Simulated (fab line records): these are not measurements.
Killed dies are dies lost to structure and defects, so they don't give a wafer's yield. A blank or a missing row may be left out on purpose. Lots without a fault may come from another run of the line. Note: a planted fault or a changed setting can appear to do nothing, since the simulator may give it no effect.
fab line records	flow n5Finfet
record: lots: 24	wafers: 72	lastDay: 17
route steps=1938 shown BEOL_M12@1614
lots untouched by any fault: they come from a run of this same line in which no faults occurred
startH: start of the lot's first displayed wafer, in hours after the record's first day	waitH: hours from the lot's prior step to this one	" unchanged from the row above	L1.1+2: several wafers, shown together as one row	- no value, or no start was given	* or withheld: withheld	< > ~ a bound
route shown NAME@n: names a module that has steps shown in the file, with the first one's number in the route	usual: mean and standard deviation over wafers with no fault	same: alike in all rows	chamber/n: place in a boat	sites: per-site readings	_std_site: standard deviation across them	_edge_site: mean of outer sites minus mean of inner sites	radiusMm: how far each site lies from the wafer's centre	mask NAME#n: copy n	behind: the most recent tool/chamber to have shaped the wafer	hold: reason for holding the lot/hours on hold/outcome of the hold	device: transistor that didn't switch, given as n, p or np	end of line: tests run on the same wafers once the route is complete	a step given without rows: its recipe and nothing more	killed: at the first sort, the dies lost to defects and structure; wafer yield is something else	map: shows each die of a wafer: x if killed, . if not, _ if none is there
set.NAME: the setting that was run; set.NAME@STEP: the one run at that earlier step	model.NAME: the simulator's own value behind a step, which no gauge read
route steps across a sampled set of lots; one table per step, one row per wafer
services: when a tool's chamber went out of use (startH, in hours from the record's first day, below 0 if earlier), for how many hours, and the reason
== steps ==
step: N5_BEOL_M12_INSPECT_12
recipe: mode: adi	inspectInstrument: macro
usual: rawDefectCount: 2.2/1.7
lot.wafer	tool	chamber	startH	waitH	rawDefectCount
L075.3	defectInspect-01	-	219.65	0.0	9
L075.4	"	-	"	"	6
L075.6	"	-	"	"	2
L074.1	defectInspect-02	-	228.14	0.0	0
L074.2	"	-	"	"	3
L074.4	"	-	"	"	1
L077.4	defectInspect-01	-	240.73	0.0	1
L077.5	"	-	"	"	4
L077.6	"	-	"	"	0
L076.2	defectInspect-01	-	242.00	0.0	1
L076.3	"	-	"	"	0
L076.5	"	-	"	"	4
L079.2	defectInspect-02	-	248.48	0.0	3
L079.3	"	-	"	"	3
L079.6	"	-	"	"	1
L078.1	defectInspect-01	-	252.88	0.0	1
L078.2	"	-	"	"	3
L078.6	"	-	"	"	6
L080.2	defectInspect-01	-	256.31	0.0	1
L080.3	"	-	"	"	3
L080.6	"	-	"	"	4
L081.2	defectInspect-01	-	259.37	0.0	1
L081.5	"	-	"	"	1
L081.6	"	-	"	"	3
L082.1	defectInspect-01	-	273.76	0.0	4
L082.3	"	-	"	"	3
L082.4	"	-	"	"	3
L083.1	defectInspect-02	-	274.32	0.0	3
L083.2	"	-	"	"	2
L083.4	"	-	"	"	0
L084.2	defectInspect-02	-	293.07	0.0	2
L084.3	"	-	"	"	4
L084.6	"	-	"	"	1
L086.2	defectInspect-02	-	308.63	0.0	6
L086.4	"	-	"	"	4
L086.6	"	-	"	"	2
L087.3	defectInspect-01	-	309.35	0.0	4
L087.5	"	-	"	"	4
L087.6	"	-	"	"	1
L085.1	defectInspect-02	-	310.34	0.0	2
L085.3	"	-	"	"	7
L085.4	"	-	"	"	3
L088.1	defectInspect-02	-	325.66	0.0	2
L088.5	"	-	"	"	6
L088.6	"	-	"	"	2
L089.3	defectInspect-01	-	325.81	0.0	1
L089.4	"	-	"	"	1
L089.6	"	-	"	"	1
L091.1	defectInspect-02	-	328.34	0.0	2
L091.2	"	-	"	"	6
L091.6	"	-	"	"	0
L090.2	defectInspect-02	-	331.87	0.0	1
L090.4	"	-	"	"	5
L090.5	"	-	"	"	2
L093.1	defectInspect-02	-	334.84	0.0	4
L093.3	"	-	"	"	2
L093.4	"	-	"	"	2
L092.1	defectInspect-01	-	337.16	0.0	1
L092.4	"	-	"	"	0
L092.6	"	-	"	"	2
L094.2	defectInspect-02	-	338.99	0.0	0
L094.3	"	-	"	"	2
L094.5	"	-	"	"	6
L095.4	defectInspect-02	-	361.09	0.0	3
L095.5	"	-	"	"	1
L095.6	"	-	"	"	2
L096.4	defectInspect-01	-	366.07	0.0	4
L096.5	"	-	"	"	2
L096.6	"	-	"	"	0
L097.1	defectInspect-02	-	378.52	0.0	1
L097.4	"	-	"	"	3
L097.5	"	-	"	"	3
step: N5_BEOL_M12_STRIP_63
recipe: chemistry: N2/H2	powerW: 1000	tempC: 250	h2Frac: 0.65	overashFraction: 0.3	pressureMtorr: 1000	n2FlowSccm: 1750	h2FlowSccm: 3250
usual: drypumpMotorCurrentA: 6.0/0.39	heaterPowerW: 341/22	oesProductAu: 0.693/0.0041	stripTimeToEndpointS: 42.5/0.93
lot.wafer	tool	chamber	startH	waitH	drypumpMotorCurrentA	heaterPowerW	oesProductAu	rfHoursCounterH	stripTimeToEndpointS
L075.3	plasmaAsher-02	0	220.01	-	6.4	341	0.694	-	42.7
L075.4	"	1	"	"	5.8	362	0.690	-	41.7
L075.6	"	0	"	"	6.4	344	0.689	-	42.7
L074.1	plasmaAsher-02	1	228.46	-	5.7	369	0.691	120	43.1
L074.2	"	0	"	"	6.3	339	0.695	120	44.0
L074.4	"	1	"	"	5.8	363	0.688	-	41.0
L077.4	plasmaAsher-01	1	241.07	-	5.3	310	0.691	-	43.0
L077.5	"	1	"	"	5.3	310	0.696	-	41.9
L077.6	"	0	"	"	6.3	316	0.691	-	42.8
L076.2	plasmaAsher-01	0	242.71	-	6.3	317	0.696	66	44.7
L076.3	"	1	"	"	5.4	310	0.687	-	43.4
L076.5	"	1	"	"	5.4	309	0.693	-	42.4
L079.2	plasmaAsher-02	1	248.80	-	5.8	365	0.694	122	43.2
L079.3	"	0	"	"	6.4	340	0.699	-	41.8
L079.6	"	0	"	"	6.5	347	0.690	-	41.9
L078.1	plasmaAsher-02	0	253.21	-	6.4	339	0.692	123	42.9
L078.2	"	1	"	"	5.8	364	0.697	123	45.0
L078.6	"	1	"	"	5.7	363	0.692	-	44.5
L080.2	plasmaAsher-02	1	256.67	-	5.7	361	0.697	124	42.6
L080.3	"	0	"	"	6.4	349	0.696	-	43.1
L080.6	"	1	"	"	5.8	362	0.688	-	42.4
L081.2	plasmaAsher-02	1	259.69	-	5.8	361	0.692	124	43.5
L081.5	"	0	"	"	6.4	347	0.694	-	41.9
L081.6	"	1	"	"	5.8	358	0.693	-	41.1
L082.1	plasmaAsher-02	0	274.17	-	6.4	346	0.688	129	41.6
L082.3	"	0	"	"	6.5	347	0.693	-	43.2
L082.4	"	1	"	"	5.7	370	0.694	-	42.5
L083.1	plasmaAsher-02	0	274.64	-	6.5	343	0.688	129	41.9
L083.2	"	1	"	"	5.7	366	0.696	129	42.6
L083.4	"	1	"	"	5.7	366	0.689	-	42.4
L084.2	plasmaAsher-01	1	293.39	-	5.4	309	0.694	76	43.2
L084.3	"	1	"	"	5.4	301	0.686	-	42.9
L084.6	"	1	"	"	5.3	304	0.690	-	42.9
L086.2	plasmaAsher-01	1	308.95	-	5.4	307	0.694	79	40.7
L086.4	"	1	"	"	5.4	306	0.695	-	41.1
L086.6	"	1	"	"	5.4	307	0.686	-	41.6
L087.3	plasmaAsher-02	0	309.68	-	6.4	347	0.696	-	42.0
L087.5	"	0	"	"	6.4	330	0.683	-	41.7
L087.6	"	1	"	"	5.8	364	0.689	-	41.8
L085.1	plasmaAsher-01	1	310.95	-	5.4	304	0.694	79	42.8
L085.3	"	0	"	"	6.3	322	0.705	-	42.4
L085.4	"	1	"	"	5.3	306	0.693	-	41.4
L088.1	plasmaAsher-02	0	326.10	-	6.4	345	0.689	139	43.1
L088.5	"	0	"	"	6.5	337	0.694	-	43.8
L088.6	"	1	"	"	5.8	365	0.694	-	42.7
L089.3	plasmaAsher-02	1	326.48	-	5.7	358	0.700	-	43.0
L089.4	"	0	"	"	6.4	339	0.692	-	42.3
L089.6	"	0	"	"	6.4	351	0.691	-	41.5
L091.1	plasmaAsher-01	1	328.66	-	5.4	307	0.695	83	43.2
L091.2	"	0	"	"	6.3	314	0.700	83	42.7
L091.6	"	0	"	"	6.3	320	0.694	-	41.6
L090.2	plasmaAsher-02	0	332.20	-	6.4	354	0.700	140	42.6
L090.4	"	1	"	"	5.8	367	0.694	-	41.6
L090.5	"	0	"	"	6.4	337	0.695	-	42.3
L093.1	plasmaAsher-02	1	335.16	-	5.7	358	0.698	140	42.0
L093.3	"	0	"	"	6.4	341	0.693	-	42.9
L093.4	"	1	"	"	5.7	357	0.687	-	42.2
L092.1	plasmaAsher-01	0	337.50	-	6.3	317	0.691	86	43.2
L092.4	"	0	"	"	6.3	311	0.699	-	42.0
L092.6	"	1	"	"	5.4	309	0.691	-	43.1
L094.2	plasmaAsher-02	0	339.47	-	6.4	347	0.687	141	44.0
L094.3	"	1	"	"	5.8	366	0.688	-	42.9
L094.5	"	0	"	"	6.4	340	0.690	-	41.8
L095.4	plasmaAsher-02	1	361.43	-	5.8	366	0.692	-	41.9
L095.5	"	1	"	"	5.7	371	0.696	-	42.0
L095.6	"	0	"	"	6.4	350	0.698	-	42.1
L096.4	plasmaAsher-02	0	366.47	-	6.4	344	0.698	-	40.0
L096.5	"	1	"	"	5.8	353	0.696	-	42.0
L096.6	"	0	"	"	6.4	350	0.693	-	42.9
L097.1	plasmaAsher-02	0	378.84	-	6.4	348	0.697	149	43.8
L097.4	"	1	"	"	5.8	367	0.695	-	42.8
L097.5	"	0	"	"	6.4	350	0.693	-	43.0
step: N5_BEOL_M12_STRIP_64
recipe: chemistry: N2/H2	powerW: 1000	tempC: 250	h2Frac: 0.65	overashFraction: 0.3	pressureMtorr: withheld	n2FlowSccm: 1750	h2FlowSccm: 3250
usual: drypumpMotorCurrentA: 6.0/0.39	heaterPowerW: 341/22	oesProductAu: 0.715/0.0043	stripTimeToEndpointS: 31.38/0.077
lot.wafer	tool	chamber	startH	waitH	drypumpMotorCurrentA	heaterPowerW	oesProductAu	rfHoursCounterH	stripTimeToEndpointS
L075.3	plasmaAsher-02	0	220.07	0.0	6.4	349	0.719	-	31.46
L075.4	"	1	"	"	5.7	356	0.714	-	31.45
L075.6	"	0	"	"	6.4	339	0.708	-	31.48
L074.1	plasmaAsher-02	1	228.52	0.0	5.7	359	0.708	120	31.39
L074.2	"	0	"	"	6.4	347	0.715	120	31.51
L074.4	"	1	"	"	5.8	362	0.711	-	31.50
L077.4	plasmaAsher-01	1	241.13	0.0	5.4	306	0.716	-	31.45
L077.5	"	1	"	"	5.4	301	0.722	-	31.42
L077.6	"	0	"	"	6.3	310	0.715	-	31.34
L076.2	plasmaAsher-01	0	242.77	0.0	6.3	315	0.714	66	31.40
L076.3	"	1	"	"	5.4	299	0.714	-	31.31
L076.5	"	1	"	"	5.3	307	0.712	-	31.41
L079.2	plasmaAsher-02	1	248.86	0.0	5.8	361	0.713	122	31.46
L079.3	"	0	"	"	6.4	346	0.710	-	31.44
L079.6	"	0	"	"	6.4	351	0.713	-	31.39
L078.1	plasmaAsher-02	0	253.27	0.0	6.4	347	0.715	123	31.32
L078.2	"	1	"	"	5.8	356	0.720	123	31.40
L078.6	"	1	"	"	5.8	354	0.711	-	31.23
L080.2	plasmaAsher-02	1	256.73	0.0	5.7	366	0.715	124	31.50
L080.3	"	0	"	"	6.4	346	0.713	-	31.42
L080.6	"	1	"	"	5.7	361	0.710	-	31.52
L081.2	plasmaAsher-02	1	259.75	0.0	5.8	362	0.713	124	31.31
L081.5	"	0	"	"	6.4	341	0.707	-	31.38
L081.6	"	1	"	"	5.8	356	0.716	-	31.36
L082.1	plasmaAsher-02	0	274.23	0.0	6.4	337	0.714	129	31.35
L082.3	"	0	"	"	6.4	357	0.715	-	31.34
L082.4	"	1	"	"	5.8	363	0.716	-	31.39
L083.1	plasmaAsher-02	0	274.70	0.0	6.4	357	0.717	129	31.43
L083.2	"	1	"	"	5.7	357	0.727	129	31.31
L083.4	"	1	"	"	5.7	367	0.715	-	31.45
L084.2	plasmaAsher-01	1	293.45	0.0	5.3	307	0.717	76	31.58
L084.3	"	1	"	"	5.4	299	0.721	-	31.46
L084.6	"	1	"	"	5.4	304	0.716	-	31.47
L086.2	plasmaAsher-01	1	309.01	0.0	5.3	300	0.719	79	31.62
L086.4	"	1	"	"	5.3	303	0.718	-	31.46
L086.6	"	1	"	"	5.3	305	0.712	-	31.48
L087.3	plasmaAsher-02	0	309.74	0.0	6.4	350	0.714	-	31.40
L087.5	"	0	"	"	6.4	339	0.710	-	31.37
L087.6	"	1	"	"	5.7	363	0.711	-	31.35
L085.1	plasmaAsher-01	1	311.01	0.0	5.3	321	0.713	79	31.29
L085.3	"	0	"	"	6.2	315	0.708	-	31.33
L085.4	"	1	"	"	5.3	305	0.712	-	31.32
L088.1	plasmaAsher-02	0	326.16	0.0	6.4	348	0.714	139	31.40
L088.5	"	0	"	"	6.4	338	0.716	-	31.38
L088.6	"	1	"	"	5.7	362	0.720	-	31.45
L089.3	plasmaAsher-02	1	326.54	0.0	5.7	361	0.716	-	31.34
L089.4	"	0	"	"	6.4	351	0.716	-	31.35
L089.6	"	0	"	"	6.4	346	0.713	-	31.29
L091.1	plasmaAsher-01	1	328.72	0.0	5.3	310	0.710	83	31.27
L091.2	"	0	"	"	6.3	316	0.715	83	31.20
L091.6	"	0	"	"	6.3	321	0.718	-	31.26
L090.2	plasmaAsher-02	0	332.26	0.0	6.4	346	0.708	140	31.39
L090.4	"	1	"	"	5.7	368	0.707	-	31.37
L090.5	"	0	"	"	6.4	343	0.718	-	31.42
L093.1	plasmaAsher-02	1	335.22	0.0	5.7	361	0.719	141	31.33
L093.3	"	0	"	"	6.4	333	0.713	-	31.27
L093.4	"	1	"	"	5.8	360	0.708	-	31.27
L092.1	plasmaAsher-01	0	337.56	0.0	6.3	314	0.714	86	31.40
L092.4	"	0	"	"	6.2	321	0.721	-	31.38
L092.6	"	1	"	"	5.4	307	0.723	-	31.42
L094.2	plasmaAsher-02	0	339.53	0.0	6.5	344	0.709	142	31.35
L094.3	"	1	"	"	5.7	354	0.716	-	31.41
L094.5	"	0	"	"	6.4	342	0.724	-	31.29
L095.4	plasmaAsher-02	1	361.49	0.0	5.8	364	0.711	-	31.31
L095.5	"	1	"	"	5.8	364	0.710	-	31.40
L095.6	"	0	"	"	6.4	348	0.715	-	31.30
L096.4	plasmaAsher-02	0	366.53	0.0	6.4	347	0.705	-	31.32
L096.5	"	1	"	"	5.7	367	0.706	-	31.35
L096.6	"	0	"	"	6.4	340	0.718	-	31.34
L097.1	plasmaAsher-02	0	378.90	0.0	6.4	344	0.716	149	31.34
L097.4	"	1	"	"	5.8	373	0.715	-	31.32
L097.5	"	0	"	"	6.4	350	0.710	-	31.31
step: N5_BEOL_M12_STRIP_37
recipe: chemistry: N2/H2	powerW: 1000	tempC: 250	h2Frac: 0.65	overashFraction: 0.3	pressureMtorr: withheld	n2FlowSccm: 1750	h2FlowSccm: 3250
usual: drypumpMotorCurrentA: 5.9/0.42	heaterPowerW: 332/23	oesProductAu: 0.791/0.011
lot.wafer	tool	chamber	startH	waitH	drypumpMotorCurrentA	heaterPowerW	oesProductAu	rfHoursCounterH
L075.3	plasmaAsher-01	0	221.19	0.1	6.3	313	0.781	-
L075.4	"	1	"	"	5.3	304	0.801	-
L075.6	"	0	"	"	6.3	320	0.770	-
L074.1	plasmaAsher-01	1	229.77	0.0	5.3	307	0.804	64
L074.2	"	0	"	"	6.3	315	0.776	64
L074.4	"	0	"	"	6.3	319	0.789	-
L077.4	plasmaAsher-01	0	242.63	0.1	6.3	318	0.804	-
L077.5	"	0	"	"	6.2	312	0.802	-
L077.6	"	1	"	"	5.3	312	0.799	-
L076.2	plasmaAsher-02	0	244.27	0.1	6.4	346	0.783	122
L076.3	"	0	"	"	6.4	345	0.784	-
L076.5	"	1	"	"	5.8	359	0.772	-
L079.2	plasmaAsher-02	1	250.20	0.1	5.8	366	0.800	123
L079.3	"	0	"	"	6.4	344	0.782	-
L079.6	"	0	"	"	6.4	340	0.808	-
L078.1	plasmaAsher-02	1	254.43	0.0	5.7	369	0.786	123
L078.2	"	0	"	"	6.4	339	0.773	123
L078.6	"	0	"	"	6.4	348	0.809	-
L080.2	plasmaAsher-01	1	257.85	0.0	5.4	301	0.796	69
L080.3	"	1	"	"	5.4	308	0.772	-
L080.6	"	1	"	"	5.4	307	0.787	-
L081.2	plasmaAsher-01	1	260.99	0.0	5.3	302	0.789	70
L081.5	"	1	"	"	5.3	305	0.796	-
L081.6	"	0	"	"	6.2	315	0.797	-
L082.1	plasmaAsher-02	1	275.35	0.0	5.7	372	0.789	129
L082.3	"	0	"	"	6.4	345	0.810	-
L082.4	"	1	"	"	5.7	369	0.782	-
L083.1	plasmaAsher-02	1	275.94	0.0	5.7	370	0.786	129
L083.2	"	0	"	"	6.4	345	0.785	129
L083.4	"	1	"	"	5.7	361	0.800	-
L084.2	plasmaAsher-01	0	294.85	0.0	6.2	321	0.793	76
L084.3	"	1	"	"	5.3	302	0.790	-
L084.6	"	0	"	"	6.2	319	0.779	-
L086.2	plasmaAsher-02	1	310.13	0.0	5.8	360	0.782	135
L086.4	"	0	"	"	6.4	342	0.809	-
L086.6	"	0	"	"	6.4	341	0.792	-
L087.3	plasmaAsher-01	1	310.91	0.1	5.3	306	0.788	-
L087.5	"	1	"	"	5.3	306	0.804	-
L087.6	"	0	"	"	6.3	319	0.787	-
L085.1	plasmaAsher-02	0	312.20	0.0	6.5	347	0.804	135
L085.3	"	1	"	"	5.7	358	0.798	-
L085.4	"	0	"	"	6.4	335	0.791	-
L088.1	plasmaAsher-02	1	327.28	0.0	5.8	366	0.800	139
L088.5	"	0	"	"	6.4	346	0.800	-
L088.6	"	1	"	"	5.7	366	0.786	-
L089.3	plasmaAsher-01	1	327.66	0.1	5.3	305	0.783	-
L089.4	"	0	"	"	6.3	312	0.788	-
L089.6	"	0	"	"	6.3	313	0.801	-
L091.1	plasmaAsher-01	0	329.96	0.0	6.3	316	0.802	84
L091.2	"	1	"	"	5.3	303	0.796	84
L091.6	"	1	"	"	5.4	305	0.793	-
L090.2	plasmaAsher-02	0	333.41	0.0	6.4	337	0.802	140
L090.4	"	0	"	"	6.4	345	0.786	-
L090.5	"	0	"	"	6.4	350	0.783	-
L093.1	plasmaAsher-01	0	336.49	0.1	6.3	309	0.804	86
L093.3	"	1	"	"	5.3	302	0.795	-
L093.4	"	0	"	"	6.3	315	0.796	-
L092.1	plasmaAsher-02	0	338.82	0.0	6.4	345	0.802	141
L092.4	"	0	"	"	6.4	339	0.790	-
L092.6	"	1	"	"	5.7	374	0.790	-
L094.2	plasmaAsher-01	0	340.88	0.0	6.3	317	0.783	87
L094.3	"	1	"	"	5.4	300	0.789	-
L094.5	"	0	"	"	6.3	304	0.780	-
L095.4	plasmaAsher-02	0	362.61	0.1	6.4	342	0.805	-
L095.5	"	1	"	"	5.7	367	0.802	-
L095.6	"	0	"	"	6.4	353	0.802	-
L096.4	plasmaAsher-01	1	367.78	0.1	5.3	303	0.794	-
L096.5	"	1	"	"	5.4	296	0.777	-
L096.6	"	0	"	"	6.3	314	0.788	-
L097.1	plasmaAsher-02	0	380.15	0.0	6.4	346	0.808	149
L097.4	"	0	"	"	6.4	335	0.779	-
L097.5	"	0	"	"	6.4	340	0.797	-
step: N5_BEOL_M12_SPUTTER_43
recipe: material: TaN	targetThkA: 150	tempC: 50	biasV: 168.6	powerW: 15000	chamberPressurePa: 0.12	timeS: 24.19
usual: substrateTempC: 50.01/0.13	throttleValvePct: 29.8/0.95
same: timeS: 24.19
lot.wafer	tool	chamber	startH	waitH	substrateTempC	throttleValvePct
L075.3	pvdSputter-01	-	224.32	0.0	50.22	30.3
L075.4	"	-	"	"	49.91	29.0
L075.6	"	-	"	"	50.17	30.3
L074.1	pvdSputter-01	-	230.27	0.0	50.07	30.3
L074.2	"	-	"	"	49.65	29.1
L074.4	"	-	"	"	49.92	28.1
L077.4	pvdSputter-01	-	243.08	0.0	50.00	28.8
L077.5	"	-	"	"	50.07	29.7
L077.6	"	-	"	"	49.85	29.0
L076.2	pvdSputter-01	-	246.28	0.0	50.17	29.9
L076.3	"	-	"	"	49.87	30.3
L076.5	"	-	"	"	50.25	29.9
L079.2	pvdSputter-01	-	252.00	0.0	50.06	28.4
L079.3	"	-	"	"	50.04	30.0
L079.6	"	-	"	"	49.99	29.7
L078.1	pvdSputter-03	-	256.15	0.0	49.91	29.2
L078.2	"	-	"	"	50.06	30.3
L078.6	"	-	"	"	49.96	30.5
L080.2	pvdSputter-03	-	262.15	0.0	50.16	29.9
L080.3	"	-	"	"	50.08	30.1
L080.6	"	-	"	"	49.91	31.7
L081.2	pvdSputter-01	-	263.67	0.0	49.99	30.4
L081.5	"	-	"	"	49.65	29.3
L081.6	"	-	"	"	50.02	30.4
L082.1	pvdSputter-02	-	275.75	0.0	49.91	31.0
L082.3	"	-	"	"	49.94	29.3
L082.4	"	-	"	"	49.95	29.4
L083.1	pvdSputter-01	-	280.46	0.0	50.07	30.3
L083.2	"	-	"	"	50.10	29.2
L083.4	"	-	"	"	49.84	29.8
L084.2	pvdSputter-02	-	295.86	0.0	50.06	29.2
L084.3	"	-	"	"	50.02	29.4
L084.6	"	-	"	"	50.19	29.4
L086.2	pvdSputter-03	-	311.96	0.0	49.80	30.4
L086.4	"	-	"	"	49.82	31.7
L086.6	"	-	"	"	50.21	31.7
L087.3	pvdSputter-02	-	311.98	0.0	49.86	30.3
L087.5	"	-	"	"	49.92	29.1
L087.6	"	-	"	"	50.03	31.0
L085.1	pvdSputter-01	-	312.64	0.0	49.88	29.9
L085.3	"	-	"	"	50.06	29.3
L085.4	"	-	"	"	50.14	30.3
L088.1	pvdSputter-02	-	331.58	0.0	50.32	30.2
L088.5	"	-	"	"	50.06	31.0
L088.6	"	-	"	"	50.16	29.8
L089.3	pvdSputter-01	-	331.89	0.0	50.11	30.6
L089.4	"	-	"	"	50.05	29.7
L089.6	"	-	"	"	49.96	28.3
L091.1	pvdSputter-02	-	331.90	0.0	50.08	31.1
L091.2	"	-	"	"	49.96	29.4
L091.6	"	-	"	"	50.06	29.1
L090.2	pvdSputter-02	-	335.20	0.0	50.08	29.4
L090.4	"	-	"	"	50.06	30.9
L090.5	"	-	"	"	49.92	31.0
L093.1	pvdSputter-01	-	337.79	0.0	49.85	30.3
L093.3	"	-	"	"	50.26	28.0
L093.4	"	-	"	"	50.17	28.2
L094.2	pvdSputter-03	-	343.41	0.0	50.02	31.7
L094.3	"	-	"	"	50.10	29.8
L094.5	"	-	"	"	49.80	31.8
L092.1	pvdSputter-02	-	344.29	0.0	50.07	29.2
L092.4	"	-	"	"	50.03	29.2
L092.6	"	-	"	"	50.20	29.4
L095.4	pvdSputter-03	-	365.46	0.0	49.98	31.6
L095.5	"	-	"	"	49.96	31.8
L095.6	"	-	"	"	49.90	30.6
L096.4	pvdSputter-01	-	368.72	0.0	50.02	30.2
L096.5	"	-	"	"	50.06	30.2
L096.6	"	-	"	"	49.93	28.3
L097.1	pvdSputter-03	-	380.72	0.0	49.78	32.0
L097.4	"	-	"	"	49.97	30.3
L097.5	"	-	"	"	49.95	29.3
step: N5_BEOL_M12_DEP_53
recipe: material: SiCN	targetThkA: 300	tempC: withheld	precursor: 3MS/NH3	pressureTorr: 3	rfW: 675	timeS: 10.5
usual: showerheadPlenumPTorr: 4.169/0.019	throttleValvePct: 18.3/0.97
same: timeS: 10.5
lot.wafer	tool	chamber	startH	waitH	showerheadPlenumPTorr	throttleValvePct
L075.3	pecvd-04	0	225.42	0.0	4.146	19.2
L075.4	"	1	"	"	4.170	18.3
L075.6	"	1	"	"	4.164	18.4
L074.1	pecvd-01	0	231.37	0.0	4.177	19.0
L074.2	"	2	"	"	4.182	17.3
L074.4	"	1	"	"	4.172	19.6
L077.4	pecvd-01	2	244.20	0.0	4.181	17.2
L077.5	"	0	"	"	4.172	18.9
L077.6	"	2	"	"	4.165	17.1
L076.2	pecvd-04	2	247.35	0.0	4.193	17.3
L076.3	"	0	"	"	4.166	19.3
L076.5	"	1	"	"	4.165	18.4
L079.2	pecvd-04	1	253.07	0.0	4.161	18.6
L079.3	"	2	"	"	4.199	17.5
L079.6	"	1	"	"	4.161	18.7
L078.1	pecvd-04	0	257.72	0.0	4.162	19.6
L078.2	"	2	"	"	4.201	17.0
L078.6	"	0	"	"	4.160	19.1
L080.2	pecvd-04	1	263.73	0.0	4.163	18.5
L080.3	"	2	"	"	4.203	17.2
L080.6	"	1	"	"	4.168	18.6
L081.2	pecvd-03	0	264.86	0.0	4.157	17.4
L081.5	"	2	"	"	4.143	16.6
L081.6	"	0	"	"	4.166	17.5
L082.1	pecvd-04	2	277.51	0.0	4.213	17.2
L082.3	"	0	"	"	4.146	19.4
L082.4	"	2	"	"	4.199	17.7
L083.1	pecvd-03	1	281.54	0.0	4.151	18.6
L083.2	"	2	"	"	4.142	16.8
L083.4	"	0	"	"	4.142	17.5
L084.2	pecvd-04	1	296.93	0.0	4.154	18.5
L084.3	"	0	"	"	4.143	19.3
L084.6	"	1	"	"	4.167	18.2
L086.2	pecvd-01	1	313.06	0.0	4.175	19.7
L086.4	"	1	"	"	4.184	19.7
L086.6	"	2	"	"	4.183	17.4
L087.3	pecvd-01	2	313.32	0.0	4.177	17.4
L087.5	"	2	"	"	4.168	17.3
L087.6	"	1	"	"	4.181	19.7
L085.1	pecvd-01	2	313.81	0.0	4.176	17.3
L085.3	"	0	"	"	4.168	19.1
L085.4	"	2	"	"	4.162	17.5
L088.1	pecvd-04	2	333.28	0.0	4.207	17.3
L088.5	"	2	"	"	4.204	17.2
L088.6	"	0	"	"	4.148	19.6
L089.3	pecvd-01	2	333.55	0.0	4.180	17.3
L089.4	"	2	"	"	4.175	17.4
L089.6	"	1	"	"	4.164	19.5
L091.1	pecvd-01	0	333.83	0.0	4.167	18.7
L091.2	"	1	"	"	4.180	19.7
L091.6	"	2	"	"	4.168	17.5
L090.2	pecvd-04	1	336.27	0.0	4.159	18.4
L090.4	"	0	"	"	4.150	19.5
L090.5	"	2	"	"	4.199	17.3
L093.1	pecvd-01	0	339.05	0.0	4.173	18.8
L093.3	"	1	"	"	4.174	19.8
L093.4	"	2	"	"	4.168	17.5
L094.2	pecvd-03	0	344.49	0.0	4.152	17.5
L094.3	"	1	"	"	4.163	18.4
L094.5	"	2	"	"	4.142	16.8
L092.1	pecvd-04	1	345.36	0.0	4.168	18.3
L092.4	"	2	"	"	4.205	17.3
L092.6	"	1	"	"	4.163	18.6
L095.4	pecvd-03	0	366.63	0.0	4.161	17.7
L095.5	"	1	"	"	4.158	18.5
L095.6	"	2	"	"	4.131	16.7
L096.4	pecvd-04	0	370.30	0.0	4.156	19.7
L096.5	"	1	"	"	4.173	18.5
L096.6	"	2	"	"	4.198	17.3
L097.1	pecvd-03	2	381.79	0.0	4.155	16.9
L097.4	"	1	"	"	4.151	18.5
L097.5	"	0	"	"	4.151	17.5
== services ==
tool	chamber	startH	hours	kind
pecvd-04	2	202.38	-	clean
pecvd-04	2	202.38	-	consumableReplace:showerhead
pecvd-04	2	202.38	29.0	scheduledDown
pecvd-04	2	202.38	29.0	ventCycle
plasmaAsher-01	-	216.65	2.8	pm
pecvd-01	1	246.46	25.7	repair
pecvd-03	-	250.52	2.8	pm
pecvd-04	1	255.50	5.5	scheduledDown
pecvd-04	0	260.96	16.5	scheduledDown
pecvd-04	-	299.98	0.4	repair
pecvd-01	2	300.39	2.1	scheduledDown
pvdSputter-01	-	301.73	2.1	repair
pvdSputter-01	-	310.66	1.0	repair
pvdSputter-01	-	328.15	1.8	repair
== key ==
fault none
